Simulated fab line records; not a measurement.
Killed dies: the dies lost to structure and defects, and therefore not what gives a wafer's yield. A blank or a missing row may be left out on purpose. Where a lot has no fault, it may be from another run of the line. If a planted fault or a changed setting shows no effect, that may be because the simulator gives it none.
Chamber matching | flow n5 finfet | N5_STI_FIN_REVEAL_ALD_00 on ald sin-02: 4 sister chambers
The step deposits SiO2, target thk 1 nm, pulse time 1 s. 16 wafers are shown with their chamber, then 8 later ones without.

WAFERS PAIRED WITH THEIR CHAMBERS
wafer  | chamber | heater power w (W) | precursor pulse height rel
L074.2 | 1       | 583                | 0.999
L074.3 | 0       | 393                | 1.003
L074.6 | 0       | 385                | 0.988
L075.1 | 0       | 390                | 1.014
L075.2 | 1       | 590                | 0.994
L075.3 | 3       | 537                | 0.976
L075.4 | 2       | 514                | 1.011
L075.5 | 2       | 519                | 0.986
L075.6 | 1       | 577                | 1.005
L078.1 | 1       | 577                | 1.020
L078.3 | 2       | 543                | 1.022
L078.6 | 2       | 513                | 0.985
L079.3 | 3       | 538                | 1.039
L079.4 | 1       | 580                | 1.009
L079.6 | 3       | 520                | 1.002
L082.1 | 2       | 516                | 1.025

SIGNATURES, as means of the wafers listed above
reading                    | chamber 0 | chamber 1 | chamber 2 | chamber 3 | scatter within a chamber
heater power w             | 389.33    | 581.40    | 521.00    | 531.67    | 9.04
precursor pulse height rel | 1.00167   | 1.00540   | 1.00580   | 1.00567   | 0.0188
Rule: distance of a wafer from a chamber = root of the sum over the readings of ((wafer's reading minus chamber's mean) / reading's scatter) squared. The wafer belongs to the nearest chamber; if the next one is less than 2 further off, it can't be placed. The scatter: the root of (the sum of the squares of (reading less its chamber's mean) over the shown wafers, divided by (wafers less chambers)).

WAFERS WHOSE CHAMBER IS MISSING
wafer  | heater power w (W) | precursor pulse height rel
L082.2 | 531                | 1.013
L082.5 | 386                | 0.959
L091.2 | 574                | 0.981
L091.4 | 411                | 0.977
L091.6 | 575                | 1.025
L096.1 | 520                | 0.991
L096.3 | 532                | 1.030
L096.5 | 574                | 1.008

CHAMBER TAKEN BY EACH
wafer  | from the rows above     | in truth
L082.2 | can't be placed: 3 or 2 | 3
L082.5 | 0                       | 0
L091.2 | 1                       | 1
L091.4 | 0                       | 0
L091.6 | 1                       | 1
L096.1 | can't be placed: 2 or 3 | 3
L096.3 | can't be placed: 3 or 2 | 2
L096.5 | 1                       | 1
Correct placement for 5 of the 8. These rows do not allow placing 3 (true chamber among the candidates in 3). Placed wrongly: 0.
